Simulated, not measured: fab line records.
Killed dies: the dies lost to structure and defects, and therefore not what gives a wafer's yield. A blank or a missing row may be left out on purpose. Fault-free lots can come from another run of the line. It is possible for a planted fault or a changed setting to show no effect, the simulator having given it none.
Check of tool commonality ; flow nand-harc ; 42 wafers sampled across 12 lots

== WHY THIS WAS OPENED ==
Flagged at NHARC_A_BONDPAD_THK_MEAS_20: reading thk-nm, on 2 of 12 lots. Fault-free wafers read 169.5 nm, with a standard deviation of 1.4.
Rule: flag the lot when none of its wafers has a number, or when each of its wafers that has one lies beyond 4 standard deviations from that mean. All remaining lots are regarded as sound.

lot;measured;on;thk-nm (nm), wafer by wafer;flag
L905;day 18 12:26;film-metro-01;170.5 172.0 170.3;
L903;day 18 13:14;film-metro-02;169.2 171.1 169.7;
L902;day 18 16:14;film-metro-02;170.8 168.9 165.2;
L907;day 19 03:44;film-metro-01;170.9 172.3 171.0;
L909;day 19 10:01;film-metro-02;30.8 28.9 29.2 30.2 28.3 31.4;FLAGGED
L908;day 19 11:14;film-metro-01;27.5 28.9 29.2 30.9 30.5 30.1;FLAGGED
L918;day 22 07:40;film-metro-02;168.3 170.5 167.2;
L920;day 22 09:22;film-metro-02;171.8 170.3 168.4;
L921;day 22 19:04;film-metro-01;169.6 170.6 169.7;
L923;day 23 08:29;film-metro-02;169.8 169.3 169.0;
L922;day 23 14:55;film-metro-02;167.1 169.3 169.7;
L925;day 23 19:56;film-metro-01;168.6 166.3 171.4;
The numbers of the flagged lots are 29.7 nm on average: -139.8 nm against the usual, or -99 or more standard deviations.

== WHICH TOOL RAN EACH LOT ==
The record holds 2 process steps before the reading, out of a route of 1159 steps. Each cell gives the tool, then ch followed by the chambers the sampled wafers passed through, then the start.
lot;flag;NHARC_A_BONDPAD_ETCH_12;NHARC_A_BONDPAD_ECD_18
L905;;rie-diel-09 ch 0,3, day 18 11:19 or earlier;ecd-cu-01 ch 0,1, day 18 11:19
L903;;rie-diel-09 ch 0,2,3, day 18 12:04 or earlier;ecd-cu-02 ch 0,1, day 18 12:04
L902;;rie-diel-03 ch 1,2,3, day 18 15:11 or earlier;ecd-cu-02 ch 0,1, day 18 15:11
L907;;rie-diel-03 ch 1,2, day 19 02:42 or earlier;ecd-cu-02 ch 0,1, day 19 02:42
L909;FLAGGED;rie-diel-03 ch 0,2,3, day 19 08:58 or earlier;ecd-cu-01 ch 0,1, day 19 08:58
L908;FLAGGED;rie-diel-03 ch 2,3, day 19 10:18 or earlier;ecd-cu-01 ch 0,1, day 19 10:18
L918;;rie-diel-03 ch 0,1,2, day 22 06:40 or earlier;ecd-cu-01 ch 1, day 22 06:40
L920;;rie-diel-09 ch 2,3, day 22 08:20 or earlier;ecd-cu-01 ch 0,1, day 22 08:20
L921;;rie-diel-09 ch 0,1,2, day 22 18:05 or earlier;ecd-cu-02 ch 0,1, day 22 18:05
L923;;rie-diel-09 ch 1,3, day 23 07:25 or earlier;ecd-cu-01 ch 0,1, day 23 07:25
L922;;rie-diel-09 ch 1,2,3, day 23 13:52 or earlier;ecd-cu-01 ch 0,1, day 23 13:52
L925;;rie-diel-10 ch 0,1,2, day 23 18:51 or earlier;ecd-cu-01 ch 0,1, day 23 18:51
What the steps here do:
- NHARC_A_BONDPAD_ETCH_12: etches the open film in CHF3/O2, target depth 220 nm, time 110 s.
- NHARC_A_BONDPAD_ECD_18: material Cu, target thk 400 nm.
- NHARC_A_BONDPAD_THK_MEAS_20: measures by xrf.

== FLAGGED AGAINST TOTAL, ONE TOOL AT A TIME (gauges that did the reading follow at the end) ==
step;tool;lots run;flagged;share of the flagged lots;sound lots run after its first flagged lot
NHARC_A_BONDPAD_ETCH_12;rie-diel-03;5;2;all;1 (L918)
NHARC_A_BONDPAD_ETCH_12;rie-diel-09;6;0;none;-
NHARC_A_BONDPAD_ETCH_12;rie-diel-10;1;0;none;-
NHARC_A_BONDPAD_ECD_18;ecd-cu-01;8;2;all;5 (L918,L920,L923,L922,L925)
NHARC_A_BONDPAD_ECD_18;ecd-cu-02;4;0;none;-
NHARC_A_BONDPAD_THK_MEAS_20;film-metro-01;5;1;some;2 (L921,L925)
NHARC_A_BONDPAD_THK_MEAS_20;film-metro-02;7;1;some;4 (L918,L920,L923,L922)
With no start given for some of its lots, NHARC_A_BONDPAD_ETCH_12 uses the hours and lot order of NHARC_A_BONDPAD_ECD_18.

== WHAT THE TABLE PERMITS ==
rie-diel-03 at NHARC_A_BONDPAD_ETCH_12 and ecd-cu-01 at NHARC_A_BONDPAD_ECD_18 are the 2 rows of the table that ran each flagged lot.
- rie-diel-03 at NHARC_A_BONDPAD_ETCH_12: 2 of its 5 lots flagged. Sound lots ran on it after the first flagged one (L918), which a lasting fault on the whole tool wouldn't allow.
- ecd-cu-01 at NHARC_A_BONDPAD_ECD_18: 2 of its 8 lots flagged. Sound lots ran on it after the first flagged one (L918, L920, L923, L922, L925), which a lasting fault on the whole tool wouldn't allow. On the flagged lots its readings are blank where sound lots have values: bath-heat-duty-pct, bath-temp-c.
Not one row of the table ran every flagged lot while running no sound lot after the first.

== WHAT WAS PUT IN BY THE SIMULATOR ==
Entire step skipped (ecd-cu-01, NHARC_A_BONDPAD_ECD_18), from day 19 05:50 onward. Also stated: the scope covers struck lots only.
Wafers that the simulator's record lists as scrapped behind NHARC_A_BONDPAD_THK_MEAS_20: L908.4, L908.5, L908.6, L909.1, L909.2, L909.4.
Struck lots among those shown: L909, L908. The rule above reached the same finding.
